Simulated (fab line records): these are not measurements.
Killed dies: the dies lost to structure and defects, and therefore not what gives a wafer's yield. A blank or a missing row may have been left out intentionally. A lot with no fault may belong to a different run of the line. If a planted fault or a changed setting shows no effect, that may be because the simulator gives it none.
What tool caused it? -- flow nand harc -- 36 wafers from 12 lots sampled at 6 of the route's 1159 steps

== WHAT EACH GAUGE READ, for each wafer ==
NHARC_P_ZERO_WELL_CD_MEAS_37: the cd target is 720 nm. Usual: 719.7 nm for cd nm, sd 1.7.
lot,measured,on,cd nm (nm),flag
L195,day 1 15:59,cd sem-01,718.7 718.9 717.2,
L197,day 2 04:10,cd sem-02,720.8 721.1 719.7,
L198,day 2 10:16,cd sem-02,721.2 719.1 718.0,
L199,day 2 16:00,cd sem-01,719.4 718.8 717.6,
L200,day 2 22:10,cd sem-02,719.3 718.4 721.0,
L203,day 3 16:14,cd sem-03,717.4 718.4 719.5,
L204,day 3 21:58,cd sem-03,718.8 718.3 721.7,
L207,day 4 16:14,cd sem-02,721.6 720.5 718.3,
L208,day 4 22:21,cd sem-01,726.2 729.5 730.3,OFF
L216,day 6 21:53,cd sem-03,720.6 717.9 720.9,
L217,day 7 04:07,cd sem-01,717.0 722.7 719.8,
L218,day 7 10:08,cd sem-03,722.7 720.4 720.8,

NHARC_P_STI_OCD_MEAS_17. Usual: trench depth nm 302 nm, standard deviation 4.5; trench foot cd nm 158.1 nm, standard deviation 2.3.
lot,measured,on,trench depth nm (nm),trench foot cd nm (nm),flag
L195,day 2 09:27,ocd-01,303 302 296,160.1 157.2 162.3,
L197,day 2 20:59,ocd-02,304 305 299,160.5 159.3 160.1,
L198,day 3 08:33,ocd-02,298 304 308,156.9 158.9 154.5,
L199,day 3 08:20,ocd-01,297 308 305,160.7 155.1 160.2,
L200,day 3 17:29,ocd-01,306 302 297,159.8 159.4 159.6,
L203,day 4 13:03,ocd-02,305 297 296,160.3 163.1 161.4,
L204,day 4 17:41,ocd-02,301 297 300,153.5 157.2 156.2,
L207,day 5 09:18,ocd-02,307 300 307,154.2 158.7 153.9,
L208,day 5 20:08,ocd-01,299 302 307,156.8 155.1 157.7,
L216,day 7 17:24,ocd-02,298 309 305,157.7 153.1 157.1,
L217,day 8 02:01,ocd-02,301 303 298,157.0 155.1 155.0,
L218,day 8 02:11,ocd-01,300 301 301,160.7 154.8 159.5,

NHARC_END_SORT_01. Usual: killed at array 27, standard deviation 11; killed at other 0.6, standard deviation 0.89; killed at periphery 3.0, standard deviation 2.4; killed dies 31, standard deviation 12; killed open 3.2, standard deviation 1.6; killed short 2.0, standard deviation 1.5.
lot,measured,on,killed at array,killed at other,killed at periphery,killed dies,killed open,killed short,flag
L195,day 19 16:58,prober-02,27 26 31,1 1 0,4 3 2,32 30 33,3 3 2,1 1 2,
L203,day 21 09:57,prober-01,15 16 12,1 0 1,2 5 2,18 21 15,2 3 4,2 3 1,
L208,day 22 03:23,prober-02,45 45 38,0 0 0,3 1 2,48 46 40,2 3 4,2 1 4,
L217,day 25 01:19,prober-01,17 28 20,0 0 1,3 0 0,20 28 21,5 2 3,2 2 3,

== WHAT TOOL EACH LOT RAN ON (gives the tool, then ch and the chambers of the sampled wafers, and finally the start) ==
lot,NHARC_P_ZERO_WELL_ETCH_65,NHARC_P_ZERO_WELL_EXPOSE_34,NHARC_P_STI_ETCH_15
L195,"rie diel-12 ch 0,1,2, day 1 13:29","krf scanner-03 ch 0, day 1 15:50","rie si-06 ch 0,2,3, day 2 09:13"
L197,"rie diel-09 ch 0,3, day 2 01:30","krf scanner-03 ch 0, day 2 04:01","rie si-01 ch 1,2,3, day 2 20:44"
L198,"rie diel-04 ch 0,1,3, day 2 07:37","krf scanner-01 ch 0, day 2 10:07","rie si-06 ch 1,2,3, day 3 08:19"
L199,"rie diel-04 ch 0,3, day 2 13:29","krf scanner-01 ch 0, day 2 15:50","rie si-05 ch 1,2,3, day 3 08:07"
L200,"rie diel-09 ch 0,1,2, day 2 19:32","krf scanner-01 ch 0, day 2 22:00","rie si-06 ch 0,1,2, day 3 17:16"
L203,"rie diel-12 ch 0,2,3, day 3 13:30","krf scanner-03 ch 0, day 3 16:05","rie si-06 ch 0,1,2, day 4 12:46"
L204,"rie diel-12 ch 1,3, day 3 19:22","krf scanner-03 ch 0, day 3 21:49","rie si-06 ch 1,2, day 4 17:23"
L207,"rie diel-04 ch 0,2,3, day 4 13:29","krf scanner-02 ch 0, day 4 16:04","rie si-01 ch 1,2, day 5 09:03"
L208,"rie diel-12 ch 0,1,2, day 4 19:37","krf scanner-03 ch 0, day 4 22:12","rie si-05 ch 0,1, day 5 19:53"
L216,"rie diel-04 ch 0,1,2, day 6 19:21","krf scanner-01 ch 0, day 6 21:43","rie si-05 ch 0,2,3, day 7 17:11"
L217,"rie diel-09 ch 1,2,3, day 7 01:29","krf scanner-02 ch 0, day 7 03:58","rie si-01 ch 0,1,3, day 8 01:47"
L218,"rie diel-04 ch 0,3, day 7 07:22","krf scanner-01 ch 0, day 7 09:58","rie si-06 ch 1,3, day 8 01:56"
- NHARC_P_ZERO_WELL_ETCH_65: etches the open film in N2/H2, target depth 80 nm, overetch 24 nm, time 87.88 s.
- NHARC_P_ZERO_WELL_EXPOSE_34: exposes mask P PWELL, target cd 720 nm.
- NHARC_P_STI_ETCH_15: etches the open film in HBr/Cl2, target depth 300 nm, time 100.1 s.

== AS READ BY THE TOOLS THEMSELVES (means over the sampled wafers that have a number; for cases with no such wafer, the mark the record gives instead) ==
NHARC_P_ZERO_WELL_ETCH_65. Usual: drypump motor current A 5.70 A, standard deviation 0.29; oes product au 0.999 a.u., standard deviation 0.0089; rf fwd power W 396.8 W, standard deviation 1.7; rf vpp V 430.9 V, standard deviation 2.7; showerhead plenum p Torr 2.05 Torr, standard deviation 0.093; throttle valve pct 14.171 %, standard deviation 0.0089.
lot,tool,drypump motor current A (A),oes product au (a.u.),rf fwd power W (W),rf vpp V (V),showerhead plenum p Torr (Torr),throttle valve pct (%),flag
L195,rie diel-12,5.48,0.995,395.3,432.3,2.10,14.169,
L197,rie diel-09,5.65,1.002,396.0,433.1,2.12,14.172,
L198,rie diel-04,5.72,1.004,398.2,428.8,1.99,14.164,
L199,rie diel-04,5.60,0.994,397.9,429.0,1.97,14.164,
L200,rie diel-09,5.81,0.993,396.8,431.3,2.02,14.175,
L203,rie diel-12,5.75,0.996,395.6,431.8,2.09,14.162,
L204,rie diel-12,5.43,0.999,396.9,434.2,2.20,14.177,
L207,rie diel-04,5.56,0.995,397.0,429.1,1.96,14.182,
L208,rie diel-12,5.48,1.004,396.9,432.6,2.10,14.177,
L216,rie diel-04,5.82,1.002,397.2,430.0,2.01,14.175,
L217,rie diel-09,5.92,0.988,396.7,430.7,2.04,14.178,
L218,rie diel-04,5.60,1.001,398.0,428.6,1.97,14.171,

NHARC_P_STI_ETCH_15. Usual: drypump motor current A 5.8 A, standard deviation 0.51; he backside leak sccm 2.72 sccm, standard deviation 0.26; oes product au 1.004 a.u., standard deviation 0.011; rf fwd power W 397.3 W, standard deviation 1.7; throttle valve pct 26.406 %, standard deviation 0.0091.
lot,tool,drypump motor current A (A),he backside leak sccm (sccm),oes product au (a.u.),rf fwd power W (W),throttle valve pct (%),flag
L195,rie si-06,5.3,2.72,1.004,398.2,26.397,
L197,rie si-01,6.1,2.53,1.003,399.1,26.414,
L198,rie si-06,5.7,2.89,1.006,398.6,26.406,
L199,rie si-05,5.7,2.66,1.000,397.1,26.395,
L200,rie si-06,5.5,2.96,1.004,396.5,26.403,
L203,rie si-06,5.5,2.79,0.997,396.6,26.408,
L204,rie si-06,5.8,2.86,0.998,396.6,26.403,
L207,rie si-01,5.8,2.64,1.011,398.4,26.404,
L208,rie si-05,5.7,2.54,1.002,396.9,26.405,
L216,rie si-05,6.0,2.77,1.010,395.8,26.410,
L217,rie si-01,6.3,2.54,1.003,398.8,26.401,
L218,rie si-06,5.9,3.05,0.997,396.9,26.404,

== THE ANSWER, worked out from the rows above alone ==
Rule: lot off if the mean of its wafers having a number is beyond 3 standard deviations from the usual mean. A lot without any number at a reading at which 4 lots or more have one is off too. Any other lot the step has rows for is counted as sound. First the gauges in route order, then the tools' own readings, where a lot's mean is used as printed above. The first step at which some lot is off is used, and at that step the reading that is off furthest; a lot without a number counts as furthest.
Off: L208, at NHARC_P_ZERO_WELL_CD_MEAS_37 (cd nm).
If a tool, at a process step before that reading, ran all the lots that are off and no sound lot after the first of them, it fits. Those tools and the gauges at NHARC_P_ZERO_WELL_CD_MEAS_37 are tried in the same way. Undecided on this evidence; 2 tools fit (rie diel-12 at NHARC_P_ZERO_WELL_ETCH_65, krf scanner-03 at NHARC_P_ZERO_WELL_EXPOSE_34).

== WHAT THE SIMULATOR HAD INSERTED ==
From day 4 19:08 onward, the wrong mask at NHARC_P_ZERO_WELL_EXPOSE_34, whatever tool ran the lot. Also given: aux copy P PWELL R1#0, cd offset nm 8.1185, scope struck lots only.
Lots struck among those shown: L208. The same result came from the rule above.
